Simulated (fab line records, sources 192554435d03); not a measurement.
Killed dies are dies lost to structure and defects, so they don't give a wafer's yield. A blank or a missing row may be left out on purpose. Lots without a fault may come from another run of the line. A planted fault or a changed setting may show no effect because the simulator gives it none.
fab line records | flow n5_finfet
record lots=7 wafers=39
route steps=1938 shown BEOL_M5@1112 BEOL_M11@1554 BEOL_M13@1713 MIM_TOP@1835
start_h: hours from the record's first day to the start of the lot's first wafer shown | wait_h: hours since the lot's step before | " the same as in the row above | L1.1+2: a row that stands for several wafers | - no value, or no start given | * or withheld: withheld | < > ~ a bound
route shown NAME@n: a module of which the file shows steps, and the number in the route of the first | usual: mean/standard deviation of fault-free wafers | same: alike in all rows | chamber/n: place in a boat | sites: the reading at each site | _std_site: their standard deviation | _edge_site: outer sites' mean less inner sites' | radius_mm: how far each site lies from the wafer's centre | mask NAME#n: copy n | behind: the tool/chamber that last shaped the wafer | hold: why the lot was held/for how many hours/how that ended | device: the transistor (n, p or np) that didn't switch | end of line: the same wafers' tests at the end of the route | a step without rows: its recipe alone | killed: dies lost to structure and defects at the first sort, not the wafer's yield | map: a wafer's dies, x killed, . not, _ none there
set.NAME: the setting as run; set.NAME@STEP: as run at that earlier step | model.NAME: the simulator's own value behind a step, which no gauge read
lots whose settings were changed on purpose; a table a step, a row a wafer
## steps
# step N5_BEOL_M5_ILD_DEP_00
# recipe material=SiCOH_lowk target_thk_a=1406.4 temp_c=300 precursor=DEMS/porogen pressure_torr=5 rf_w=500 time_s=25.9
# columns lot.wafer tool chamber start_h wait_h set.target_thk_a model.SiCOH_lowk_of_BEOL_M5_ILD_DEP_00.thk_nm
L074.1 pecvd-04 1 175.33 0.8 1406.4 138.8
L074.2 " 0 " " 766.3 70.6
L074.3 " 2 " " 766.3 73.6
L074.4 " 2 " " 1406.4 140.8
L074.5 " 0 " " 1406.4 139.2
L074.6 " 1 " " 766.3 74.4
L078.1 pecvd-02 2 201.58 0.8 1406.4 136.4
L078.2 " 0 " " 1720 169.6
L078.3+5 " 0 " " 1406.4 141.8
L078.4 " 2 " " 1720 170
L078.6 " 2 " " 1720 169.8
L077.1 pecvd-02 2 203.80 0.8 1698 166.8
L077.2 " 1 " " 1406.4 139.4
L077.3 " 2 " " 1698 170.2
L077.4 " 1 " " 1698 170.8
L077.5+6 " 1,2 " " 1406.4 141
L081.1 pecvd-01 1 212.39 0.8 1406.4 139.8
L081.2 " 0 " " 1783 177.8
L081.3 " 2 " " 1406.4 141.4
L081.4 " 2 " " 1783 180.8
L081.5 " 0 " " 1783 178.2
L081.6 " 1 " " 1406.4 143.8
L085.1 pecvd-02 1 244.19 0.8 1406.4 139.6
L085.2 " 0 " " 2127 210.2
L085.3 " 2 " " 1406.4 137.6
L085.4 " 1 " " 1406.4 139.4
L085.5 " 0 " " 2127 214.4
L085.6 " 2 " " 2127 212.4
L093.1 pecvd-01 1 291.47 0.8 1406.4 138.6
L093.2 " 0 " " 1406.4 136.8
L093.3+5 " 2,0 " " 1406.4 137.4
L093.4 " 2 " " 1406.4 138.4
L093.6 " 1 " " 1406.4 139.8
L094.2 pecvd-02 0 304.44 0.7 1406.4 143.2
L094.4 " 2 " " 1406.4 141
L094.5 " 0 " " 1406.4 144.6
# step N5_BEOL_M5_CURE_79
# recipe temp_c=385 time_s=240 ambient=He/Ar material=SiCOH_lowk
# columns lot.wafer tool chamber start_h wait_h set.target_thk_a@BEOL_M5_ILD_DEP_00 model.SiCOH_lowk_of_BEOL_M5_ILD_DEP_00.thk_nm
L074.1 uv_cure-02 2 175.39 0.0 1406.4 119.4
L074.2 " 2 " " 766.3 60.4
L074.3 " 2 " " 766.3 63.2
L074.4 " 2 " " 1406.4 121.2
L074.5 " 2 " " 1406.4 119.8
L074.6 " 2 " " 766.3 63.8
L078.1 uv_cure-01 1 201.66 0.1 1406.4 117.4
L078.2 " 1 " " 1720 146.2
L078.3+5 " 1 " " 1406.4 122
L078.4+6 " 1 " " 1720 146.4
L077.1 uv_cure-01 1 203.88 0.1 1698 143.8
L077.2 " 1 " " 1406.4 120
L077.3 " 1 " " 1698 146.8
L077.4 " 1 " " 1698 147.2
L077.5+6 " 1 " " 1406.4 121.4
L081.1 uv_cure-03 0 212.45 0.0 1406.4 120.2
L081.2 " 0 " " 1783 153.4
L081.3 " 0 " " 1406.4 121.6
L081.4 " 0 " " 1783 156
L081.5 " 0 " " 1783 153.6
L081.6 " 0 " " 1406.4 123.6
L085.1 uv_cure-01 1 244.25 0.0 1406.4 120
L085.2 " 1 " " 2127 181.6
L085.3 " 1 " " 1406.4 118.4
L085.4 " 1 " " 1406.4 119.8
L085.5 " 1 " " 2127 185.2
L085.6 " 1 " " 2127 183.6
L093.1+4 uv_cure-03 0 291.53 0.0 1406.4 119.2
L093.2 " 0 " " 1406.4 117.6
L093.3+5 " 0 " " 1406.4 118.2
L093.6 " 0 " " 1406.4 120.2
L094.2 uv_cure-02 2 304.58 0.1 1406.4 123.2
L094.4 " 2 " " 1406.4 121.4
L094.5 " 2 " " 1406.4 124.4
# step N5_BEOL_M5_THK_MEAS_01
# recipe reads=SiCOH_lowk_of_BEOL_M5_ILD_DEP_00
# usual M5_ILD_THK=120.2/1.7
# columns lot.wafer tool chamber start_h wait_h set.target_thk_a@BEOL_M5_ILD_DEP_00 M5_ILD_THK[nm]
L074.1 film_metro-02 - 175.91 0.4 1406.4 119.4
L074.2 " - " " 766.3 60.4
L074.3 " - " " 766.3 63.1
L074.4 " - " " 1406.4 121.2
L074.5 " - " " 1406.4 119.7
L074.6 " - " " 766.3 63.7
L078.1 film_metro-02 - 202.18 0.4 1406.4 117.4
L078.2 " - " " 1720 146.2
L078.3 " - " " 1406.4 121.9
L078.4 " - " " 1720 146.5
L078.5 " - " " 1406.4 121.8
L078.6 " - " " 1720 146.2
L077.1 film_metro-01 - 204.39 0.4 1698 143.8
L077.2 " - " " 1406.4 119.9
L077.3 " - " " 1698 146.8
L077.4 " - " " 1698 147.3
L077.5 " - " " 1406.4 121.3
L077.6 " - " " 1406.4 121.4
L081.1 film_metro-02 - 212.96 0.4 1406.4 120.1
L081.2 " - " " 1783 153.5
L081.3 " - " " 1406.4 121.7
L081.4 " - " " 1783 155.9
L081.5 " - " " 1783 153.5
L081.6 " - " " 1406.4 123.7
L085.1 film_metro-01 - 244.76 0.4 1406.4 120.1
L085.2 " - " " 2127 181.6
L085.3 " - " " 1406.4 118.3
L085.4 " - " " 1406.4 120.0
L085.5 " - " " 2127 185.1
L085.6 " - " " 2127 183.5
L093.1 film_metro-01 - 292.04 0.4 1406.4 119.2
L093.2 " - " " 1406.4 117.6
L093.3 " - " " 1406.4 118.1
L093.4 " - " " 1406.4 119.2
L093.5 " - " " 1406.4 118.2
L093.6 " - " " 1406.4 120.3
L094.2 film_metro-01 - 305.02 0.4 1406.4 123.3
L094.4 " - " " 1406.4 121.5
L094.5 " - " " 1406.4 124.4
# step N5_BEOL_M11_ETCH_62
# recipe chemistry=N2/H2 target=SOC target_depth_a=1100 overetch_a=220 mask_material=SiARC temp_c=40 time_s=165 ion_energy_ev=200 pressure_mtorr=30 source_w=840 bias_w=150 n2_flow_sccm=200 h2_flow_sccm=200
# columns lot.wafer tool chamber start_h wait_h set.time_s model.SiARC_of_BEOL_M11_COAT_60.thk_nm
L074.1+4 rie_diel-03 0 232.09 0.0 165 23.6
L074.2+5+6 " 1,1,2 " " 165 23.8
L074.3 " 2 " " 165 24
L078.1 rie_diel-04 0 254.71 0.0 165 24
L078.2 " 1 " " 165 23.8
L078.3+4+6 " 3,2,3 " " 134.5 25.2
L078.5 " 2 " " 165 24.2
L077.1+4+5 rie_diel-03 2,3,2 258.98 0.0 165 23.8
L077.2 " 0 " " 165 23.4
L077.3+6 " 1 " " 165 23.6
L081.1+2+4+5 rie_diel-03 1,3,2,1 269.75 0.0 165 23.8
L081.3 " 0 " " 165 23.4
L081.6 " 2 " " 165 23.6
L085.1+2+6 rie_diel-05 0,3,0 300.66 0.0 165 23.8
L085.3+5 " 2,3 " " 165 23.6
L085.4 " 1 " " 165 23.2
L093.1 rie_diel-03 2 353.37 0.0 165 23.4
L093.2+6 " 0 " " 78.43 26.8
L093.3 " 1 " " 78.43 27
L093.4+5 " 1,2 " " 165 23.6
L094.2+4+5 rie_diel-03 2,1,2 363.39 0.0 165 23.4
# step N5_BEOL_M13_DEP_53
# recipe material=SiCN target_thk_a=500 temp_c=withheld precursor=3MS/NH3 pressure_torr=3 rf_w=675 time_s=17.8
# columns lot.wafer tool chamber start_h wait_h set.time_s model.SiCN_of_BEOL_M13_DEP_53.thk_nm
L074.1 pecvd-04 0 249.28 0.0 17.8 50.4
L074.2 " 2 " " 17.8 49
L074.3 " 1 " " 17.8 49.6
L074.4 " 1 " " 17.8 50
L074.5 " 2 " " 17.8 49.4
L074.6 " 0 " " 17.8 51.2
L078.1 pecvd-04 1 274.00 0.0 17.8 49.6
L078.2+6 " 0,1 " " 24.08 67.8
L078.3 " 2 " " 24.08 66.6
L078.4 " 0 " " 17.8 52.2
L078.5 " 2 " " 17.8 50.2
L077.1 pecvd-02 1 274.15 0.0 7.554 20.6
L077.2 " 2 " " 7.554 19.8
L077.3 " 0 " " 7.554 21.6
L077.4 " 2 " " 17.8 48.6
L077.5 " 1 " " 17.8 49.6
L077.6 " 0 " " 17.8 50.2
L081.1 pecvd-02 1 291.08 0.0 13.9 38.4
L081.2 " 0 " " 17.8 49.4
L081.3 " 0 " " 17.8 50
L081.4 " 1 " " 13.9 38.8
L081.5 " 0 " " 13.9 39
L081.6 " 1 " " 17.8 50.2
L085.1 pecvd-02 2 316.99 0.0 17.8 48.2
L085.2+4+5 " 0 " " 9.388 26.8
L085.3+6 " 2 " " 17.8 49.6
L093.1 pecvd-04 1 371.09 0.0 11.17 31.8
L093.2 " 0 " " 11.17 32.6
L093.3 " 2 " " 11.17 30.8
L093.4 " 1 " " 17.8 51
L093.5 " 0 " " 17.8 51.4
L093.6 " 2 " " 17.8 50
L094.2 pecvd-01 1 381.57 0.0 17.8 49
L094.4 " 0 " " 17.8 49.8
L094.5 " 0 " " 17.8 50.2
# step N5_MIM_TOP_ALD_01
# recipe material=HfO2 target_thk_a=56 temp_c=withheld ald_precursor_family=Hf-amide ald_co_reactant=O3 pulse_time_s=1 purge_time_s=3 co_reactant_purge_time_s=2 co_reactant_pulse_time_s=3 ald_cycles=62
# columns lot.wafer tool chamber start_h wait_h set.ald_cycles model.HfO2_of_MIM_TOP_ALD_01.thk_nm
L074.1+2+4 ald_hk-03 0,2,1 - - 30 2.8
L074.3+5+6 " 3,2,1 " " 62 5.6
L078.1+5+6 ald_hk-03 1,1,2 - - 46 4.2
L078.2+3+4 " 3,0,2 " " 62 5.6
L077.1+3+6 ald_hk-02 1,2,2 - - 62 5.6
L077.2+4+5 " 0,3,3 " " 86 7.8
L081.1+3+5 ald_hk-01 3,2,2 - - 92 8.2
L081.2+4+6 " 0,1,3 " " 62 5.6
L085.1+2+3+4+5+6 ald_hk-01 0,2,3,1,0,1 - - 62 5.6
L093.1+2+3+4+5+6 ald_hk-01 3,2,1,0,0,3 - - 62 5.6
L094.2+4+5 ald_hk-02 2,3,0 - - 62 5.6
## key
split step=N5_BEOL_M5_ILD_DEP_00 setting=target_thk_a stated=1406.4 by=wafer
response step=N5_BEOL_M5_ILD_DEP_00 reading=model.SiCOH_lowk_of_BEOL_M5_ILD_DEP_00.thk_nm change=+1.43 per=1% r=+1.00
response step=N5_BEOL_M5_CURE_79 reading=model.SiCOH_lowk_of_BEOL_M5_ILD_DEP_00.thk_nm change=+1.24 per=1% r=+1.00
response step=N5_BEOL_M5_THK_MEAS_01 reading=M5_ILD_THK change=+1.24 per=1% r=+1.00
split step=N5_BEOL_M11_ETCH_62 setting=time_s stated=165 by=wafer
response step=N5_BEOL_M11_ETCH_62 reading=model.SiARC_of_BEOL_M11_COAT_60.thk_nm change=-0.0637 per=1% r=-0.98
split step=N5_BEOL_M13_DEP_53 setting=time_s stated=17.8 by=wafer
response step=N5_BEOL_M13_DEP_53 reading=model.SiCN_of_BEOL_M13_DEP_53.thk_nm change=+0.492 per=1% r=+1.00
split step=N5_MIM_TOP_ALD_01 setting=ald_cycles stated=62 by=wafer
response step=N5_MIM_TOP_ALD_01 reading=model.HfO2_of_MIM_TOP_ALD_01.thk_nm change=+0.0546 per=1% r=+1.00
